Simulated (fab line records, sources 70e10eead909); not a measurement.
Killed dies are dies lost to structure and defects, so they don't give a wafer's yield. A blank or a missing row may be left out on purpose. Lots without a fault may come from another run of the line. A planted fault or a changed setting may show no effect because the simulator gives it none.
Chamber matching | flow nand_harc | NHARC_A_SGD_CUT_DEP_00 on pecvd-02: 3 sister chambers
The step deposits SiNx, target thk 50 nm. 6 wafers are shown with their chamber, then 8 later ones without.

WAFERS WITH THEIR CHAMBER
wafer  | chamber | heater_power_w (W)
L730.6 | 1       | 682
L735.5 | 0       | 577
L736.4 | 0       | 636
L736.5 | 1       | 730
L736.6 | 2       | 836
L749.1 | 2       | 795

WAFERS WITHOUT THEIR CHAMBER
wafer  | heater_power_w (W)
L749.2 | 666
L749.5 | 787
L748.2 | 611
L748.3 | 824
L748.5 | 654
L752.3 | 627
L752.4 | 729
L752.6 | 619

WHICH CHAMBER EACH WENT THROUGH
wafer  | from the rows above     | in truth
L749.2 | can't be placed: 1 or 0 | 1
L749.5 | can't be placed: 2 or 1 | 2
L748.2 | 0                       | 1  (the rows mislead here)
L748.3 | 2                       | 2
L748.5 | can't be placed: 0 or 1 | 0
L752.3 | can't be placed: 0 or 1 | 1
L752.4 | can't be placed: 1 or 2 | 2
L752.6 | 0                       | 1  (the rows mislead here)
Placed correctly: 1 of 8. Can't be placed from these rows: 5 (the true chamber is among the candidates in 5). Placed wrongly: 2.
How it was worked out, from the rows above alone: a wafer's distance from a chamber is the root of the sum, over the readings, of the square of ((its reading less the chamber's mean) divided by the reading's scatter). The wafer belongs to the nearest chamber; if the next one is less than 2 further off, it can't be placed. A chamber's mean is the mean of its shown wafers. The scatter: the root of (the sum of the squares of (reading less its chamber's mean) over the shown wafers, divided by (wafers less chambers)).
